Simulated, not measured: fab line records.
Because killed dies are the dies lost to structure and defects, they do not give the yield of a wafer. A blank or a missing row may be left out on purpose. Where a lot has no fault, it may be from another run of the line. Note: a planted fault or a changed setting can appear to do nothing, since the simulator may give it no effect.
Split-lot study | flow n5-finfet | 21 wafers read from 7 lots, route of 1938 steps

== ON THE SPLIT ==
At N5_BEOL_M7_TRENCH_ETCH_37 (etches SiCOH lowk in C4F6/O2, target depth 93.478 nm, time 31.2 s), the setting source-w was moved away from the recipe's 345 W on 6 of the 21 wafers read, by -13.7% to +14.3%. All remaining wafers had this setting at the recipe value.

== FROM THE SPLIT TO THE READING: what the file shows between them, 8 steps ==
- N5_BEOL_M7_ETCH_41: etches SiCN in CH3F/O2, target depth 31.9 nm, time 57.8 s
- N5_BEOL_M7_STRIP_80: strips in N2/H2, time 10 s
- N5_BEOL_M7_OCD_MEAS_38
- N5_BEOL_M7_HM_STRIP_39: strips TiN in peroxide tin strip, target depth 25 nm, time 158 s
- N5_BEOL_M7_SRD_40: time 30 s
- N5_BEOL_M7_ECD_50: material Cu, target thk 300 nm
- N5_BEOL_M7_ANNEAL_51: time 90 s
- N5_BEOL_M7_CMP_52: polishes, stops on SiCOH lowk, t overpolish 6.9 s, target thk 80 nm

== THE READING ==
M7_THK, in nm, at N5_BEOL_M7_THK_MEAS_53 (measures by xrf). Typical for fault-free wafers on this fab line: 78.8 nm, with standard deviation 1.5 nm.

wafer  | tool, chamber at the split | source-w as run, W | against the recipe | M7_THK, nm | against lot-mates on the recipe
L074.2 | rie-diel-06, 3             | 345                | recipe             | 77.6       | -
L074.4 | rie-diel-06, 2             | 345                | recipe             | 77.6       | -
L074.6 | rie-diel-06, 1             | 345                | recipe             | 78.2       | -
L076.1 | rie-diel-06, 3             | 365.3              | +5.9%              | 79.3       | +1.3
L076.4 | rie-diel-06, 2             | 365.3              | +5.9%              | 80.7       | +2.7
L076.6 | rie-diel-06, 1             | 345                | recipe             | 78.0       | -
L080.1 | rie-diel-06, 0             | 345                | recipe             | 80.1       | -
L080.4 | rie-diel-06, 2             | 345                | recipe             | 79.8       | -
L080.5 | rie-diel-06, 1             | 297.9              | -13.7%             | 72.0       | -7.9
L089.1 | rie-diel-03, 3             | 345                | recipe             | 79.6       | -
L089.3 | rie-diel-03, 2             | 345                | recipe             | 81.2       | -
L089.5 | rie-diel-03, 1             | 384.6              | +11.5%             | 87.4       | +7.0
L083.1 | rie-diel-06, 3             | 345                | recipe             | 77.0       | -
L083.3 | rie-diel-06, 1             | 345                | recipe             | 78.5       | -
L083.5 | rie-diel-06, 0             | 345                | recipe             | 78.8       | -
L097.1 | rie-diel-02, 0             | 345                | recipe             | 79.5       | -
L097.2 | rie-diel-02, 1             | 380.3              | +10.2%             | 82.1       | +2.0
L097.5 | rie-diel-02, 0             | 345                | recipe             | 80.7       | -
L096.3 | rie-diel-03, 3             | 394.3              | +14.3%             | 81.0       | +2.8
L096.5 | rie-diel-03, 2             | 345                | recipe             | 79.1       | -
L096.6 | rie-diel-03, 0             | 345                | recipe             | 77.3       | -

THE FIT
A straight line over all 21 wafers: M7_THK changes by +0.396 nm for each +1% of source-w; r = +0.80; the points scatter about the line by 1.7 nm.
The same after taking each lot's own level away (the mean of its wafers on the recipe; 21 wafers): +0.406 nm for each +1%; r = +0.88; scatter 1.3 nm.
That fit puts the effect of the largest move of source-w on the reading at 5.8 nm.
Across the lots, their own levels run from 77.80 to 80.40 nm, a range of 1.7 times the standard deviation given above.
So the lot-to-lot level blurs the effect unless lot-mates are compared.
Check: with one of the wafers moved furthest among these (+14.3%) left out of the fit, the line predicts +6.67 nm for it against its lot-mates. Against them it came out at +2.8 nm.
Tool readings at the split's step, against how far the setting was moved: rf-vpp-V r = -0.93.

== THE WHOLE CHAIN: every reading that the file lists as answering this split, in the file's order ==
step                      | what it does                                                        | reading                                                                      | change (the file's fit)               | r (the file's)
N5_BEOL_M7_TRENCH_ETCH_37 | etches SiCOH lowk in C4F6/O2, target depth 93.478 nm, time 31.2 s   | rf-vpp-V                                                                     | -3.52 V for each +1% of the setting   | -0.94
N5_BEOL_M7_TRENCH_ETCH_37 | etches SiCOH lowk in C4F6/O2, target depth 93.478 nm, time 31.2 s   | etch.depth-nm (the simulator's own value, which no gauge read)               | +0.413 nm for each +1% of the setting | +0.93
N5_BEOL_M7_TRENCH_ETCH_37 | etches SiCOH lowk in C4F6/O2, target depth 93.478 nm, time 31.2 s   | BEOL_M7.feature-depth-nm (the simulator's own value, which no gauge read)    | +0.414 nm for each +1% of the setting | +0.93
N5_BEOL_M7_OCD_MEAS_38    |                                                                     | trench-depth-nm                                                              | +0.41 nm for each +1% of the setting  | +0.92
N5_BEOL_M7_CMP_52         | polishes, stops on SiCOH lowk, t overpolish 6.9 s, target thk 80 nm | Cu_of_BEOL_M7_ECD_50.thk-nm (the simulator's own value, which no gauge read) | +0.408 nm for each +1% of the setting | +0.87
N5_BEOL_M7_THK_MEAS_53    | measures by xrf                                                     | M7_THK                                                                       | +0.397 for each +1% of the setting    | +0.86

== FILE'S OWN FIT ==
M7_THK changes by +0.397 nm for each +1% of source-w, r = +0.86.
